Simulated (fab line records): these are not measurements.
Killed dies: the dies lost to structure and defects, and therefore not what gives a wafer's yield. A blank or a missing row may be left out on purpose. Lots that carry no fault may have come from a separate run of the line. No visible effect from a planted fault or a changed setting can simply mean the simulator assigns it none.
The tool behind it: which one?    flow nand-harc    Sampling: 12 lots, 36 wafers, 5 of 1302 route steps

== WHAT EACH GAUGE READ, for each wafer ==
NHARC_THIN_TSV_THK_MEAS_02: measures by ir.
lot   measured      on             thk-nm (nm)
L953  day 24 03:21  film-metro-02  2869 3091 3035
L956  day 25 20:29  film-metro-02  3161 3004 3081
L957  day 24 22:04  film-metro-01  3081 2651 2947
L958  day 25 11:34  film-metro-02  2991 2910 3134
L960  day 26 11:40  film-metro-02  3273 3064 2755
L961  day 26 12:53  film-metro-02  2347 2743 2707
L963  day 27 21:12  film-metro-02  2844 3094 3465
L964  day 27 23:03  film-metro-01  3095 2962 3057
L970  day 31 16:48  film-metro-01  3038 3181 3334
L972  day 31 05:04  film-metro-01  2864 2766 2937
L973  day 32 11:01  film-metro-02  2731 3270 2857
L974  day 32 13:23  film-metro-02  3287 3335 3180

NHARC_THIN_TSV_CD_MEAS_33 targets a cd of 5000 nm.
lot   measured      on         cd-nm (nm)
L953  day 24 10:11  cd-sem-03  4998.6 5000.2 5002.2
L956  day 26 03:22  cd-sem-02  5001.3 5001.6 5002.6
L957  day 25 05:02  cd-sem-01  4998.9 4998.9 4998.4
L958  day 25 18:23  cd-sem-02  5002.4 4999.5 5001.8
L960  day 26 18:30  cd-sem-03  5002.0 5000.6 5001.5
L961  day 26 19:41  cd-sem-01  5000.7 5001.8 5000.3
L963  day 28 04:15  cd-sem-03  5000.5 5001.3 5001.7
L964  day 28 06:08  cd-sem-02  5000.1 5001.0 5001.0
L970  day 32 00:11  cd-sem-03  4998.6 5001.8 5001.4
L972  day 31 11:56  cd-sem-01  5001.6 5002.3 5001.1
L973  day 32 17:53  cd-sem-02  4998.2 5002.5 5003.3
L974  day 32 20:20  cd-sem-03  4999.9 4999.9 4997.9

NHARC_END_SORT_01.
lot   measured      on         defect-limited-yield (%)  killed-at-array  killed-at-other  killed-at-periphery  killed-dies  killed-open  killed-short  sort_bin_2_pct (%)  sort_bin_3_pct (%)  sort_bin_4_pct (%)  sort-n-pass  sort-rim-yield-pct (%)  sort-yield-pct (%)
L957  day 25 14:32  prober-01  90.7 89.7                 58 65            1 0              4 5                  63 70        4 6          3 3           4.0 3.5             1.0 0.4             4.3 6.4             614 607      96 94                   90.7 89.7
L960  day 27 05:14  prober-02  87.1                      83               0                4                    87           7            5             4.6                 1.5                 6.8                 590          93                      87.1
L961  day 27 03:35  prober-01  89.5 90.7 90.8            71 63 62         0 0 0            0 0 0                71 63 62     4 1 2        1 1 2         4.0 3.0 2.5         0.4 0.1 1.0         6.1 6.2 5.6         606 614 615  92 85 92                89.5 90.7 90.8
L963  day 28 15:35  prober-02  93.1 92.5 94.1            44 48 39         0 1 0            3 2 1                47 51 40     5 5 2        2 3 0         3.2 2.1 1.8         1.2 0.7 0.1         2.5 4.7 4.0         630 626 637  94 92 99                93.1 92.5 94.1
L964  day 28 14:43  prober-01  88.3 86.6 86.4            74 82 85         0 0 1            5 9 6                79 91 92     2 1 2        0 4 1         4.4 4.6 3.7         0.3 1.3 1.9         6.9 7.5 8.0         598 586 585  84 83 81                88.3 86.6 86.4
L972  day 31 21:56  prober-01  86.4 83.8 84.0            61 52 50         0 0 1            31 58 57             92 110 108   6 2 3        3 5 0         5.6 6.1 8.1         2.4 4.0 2.4         5.6 6.2 5.5         585 567 569  66 69 66                86.4 83.8 84.0
L973  day 33 06:49  prober-02  83.2 88.3 82.9            53 54 61         2 0 1            59 25 54             114 79 116   2 4 5        1 1 3         7.1 3.8 6.8         3.7 2.2 3.8         6.1 5.6 6.5         563 598 561  64 68 67                83.2 88.3 82.9

== WHICH TOOL RAN EACH LOT (tool, then ch and the chambers of the sampled wafers, then the start) ==
lot   NHARC_P_M0_STRIP_18                 NHARC_THIN_TSV_STRIP_45
L953  rie-diel-13 ch 0,3, day 6 09:32     plasma-asher-01 ch 0,1, day 24 05:19
L956  rie-diel-13 ch 0,1,3, day 7 08:59   plasma-asher-02 ch 0,1, day 25 22:38
L957  rie-diel-13 ch 0,1,2, day 7 12:27   plasma-asher-01 ch 0,1, day 25 00:13
L958  rie-diel-13 ch 0,3, day 8 06:43     plasma-asher-01 ch 0,1, day 25 13:39
L960  rie-diel-09 ch 0,1,2, day 9 04:44   plasma-asher-01 ch 0,1, day 26 13:49
L961  rie-diel-09 ch 0,1,3, day 9 06:21   plasma-asher-01 ch 0,1, day 26 14:52
L963  rie-diel-06 ch 0,3, day 10 06:14    plasma-asher-01 ch 1, day 27 23:17
L964  rie-diel-13 ch 0,2, day 10 21:29    plasma-asher-02 ch 0, day 28 01:10
L970  rie-diel-13 ch 1,2,3, day 12 23:58  plasma-asher-01 ch 0,1, day 31 19:04
L972  rie-diel-13 ch 0,3, day 13 20:50    plasma-asher-02 ch 0,1, day 31 07:11
L973  rie-diel-13 ch 0,3, day 14 10:43    plasma-asher-01 ch 0,1, day 32 13:07
L974  rie-diel-06 ch 0,1,3, day 14 18:20  plasma-asher-01 ch 0,1, day 32 15:31
- NHARC_P_M0_STRIP_18: strips in N2/H2.
- NHARC_THIN_TSV_STRIP_45: strips in O2.

== AS READ BY THE TOOLS THEMSELVES (means over the sampled wafers that have a number; for cases with no such wafer, the mark the record gives instead) ==
NHARC_P_M0_STRIP_18.
lot   tool         drypump-motor-current-A (A)  oes-product-au (a.u.)  rf-vpp-V (V)  showerhead-plenum-p-Torr (Torr)  throttle-valve-pct (%)
L953  rie-diel-13  5.55                         0.999                  91.4          2.09                             14.172
L956  rie-diel-13  5.60                         0.996                  90.8          2.09                             14.171
L957  rie-diel-13  5.67                         1.001                  89.9          2.02                             14.173
L958  rie-diel-13  5.69                         1.003                  91.7          2.14                             14.169
L960  rie-diel-09  5.71                         1.007                  90.6          2.12                             14.178
L961  rie-diel-09  5.54                         0.995                  91.1          2.13                             14.173
L963  rie-diel-06  5.94                         0.999                  91.2          2.09                             14.177
L964  rie-diel-13  5.85                         0.993                  91.1          1.99                             14.169
L970  rie-diel-13  5.76                         0.998                  90.2          2.06                             14.176
L972  rie-diel-13  5.58                         0.995                  92.0          2.08                             14.173
L973  rie-diel-13  5.60                         0.994                  90.9          2.08                             14.178
L974  rie-diel-06  5.78                         1.000                  89.9          2.02                             14.173

NHARC_THIN_TSV_STRIP_45.
lot   tool             drypump-motor-current-A (A)  heater-power-w (W)
L953  plasma-asher-01  5.7                          377
L956  plasma-asher-02  6.2                          357
L957  plasma-asher-01  5.9                          400
L958  plasma-asher-01  5.7                          380
L960  plasma-asher-01  5.7                          376
L961  plasma-asher-01  5.9                          406
L963  plasma-asher-01  6.1                          416
L964  plasma-asher-02  5.2                          317
L970  plasma-asher-01  5.7                          385
L972  plasma-asher-02  5.7                          351
L973  plasma-asher-01  6.0                          401
L974  plasma-asher-01  5.9                          396

== THE ANSWER, worked out from the rows above alone ==
Rule: the usual values come from the lots themselves. The widest of any qualifying gaps counts: lots, ordered by their means at a reading, are off when they make up no more than a third of the lots, leave a main group of 4 or more, and stand apart from it by 3 or more times the standard deviation of that group's means. The tables above print the reading to a certain number of digits; a main group whose means all agree to those digits is not used. Also off: a lot with no number at a reading for which 4 or more lots have one. The other lots that the step has rows for count as sound. After the gauges, taken in route order, come the tools' own readings; for these a lot's mean is taken, as printed above. The first step at which some lot is off is used, and at that step the reading that is off furthest; a lot without a number counts as furthest.
Off: L972, L973 (NHARC_END_SORT_01, killed-at-periphery). The main group has a mean of 3.4 with a standard deviation of 2.3. Neither off nor sound, because the step has no rows for them: L953, L956, L958, L970, L974.
If a tool, at a process step before that reading, ran all the lots that are off and no sound lot after the first of them, it fits. Those tools and the gauges at NHARC_END_SORT_01 are tried in the same way. One fits: NHARC_P_M0_STRIP_18 on rie-diel-13. A fault onset in the window from L964 (day 10 21:29, its last sound lot) to L972 (day 13 20:50, its first lot off) fits.

== WHAT HAD BEEN PUT IN BY THE SIMULATOR ==
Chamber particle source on rie-diel-13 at NHARC_P_M0_STRIP_18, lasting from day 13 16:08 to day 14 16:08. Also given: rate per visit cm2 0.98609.
Lots struck among those shown: L972, L973. The same result came from the rule above.
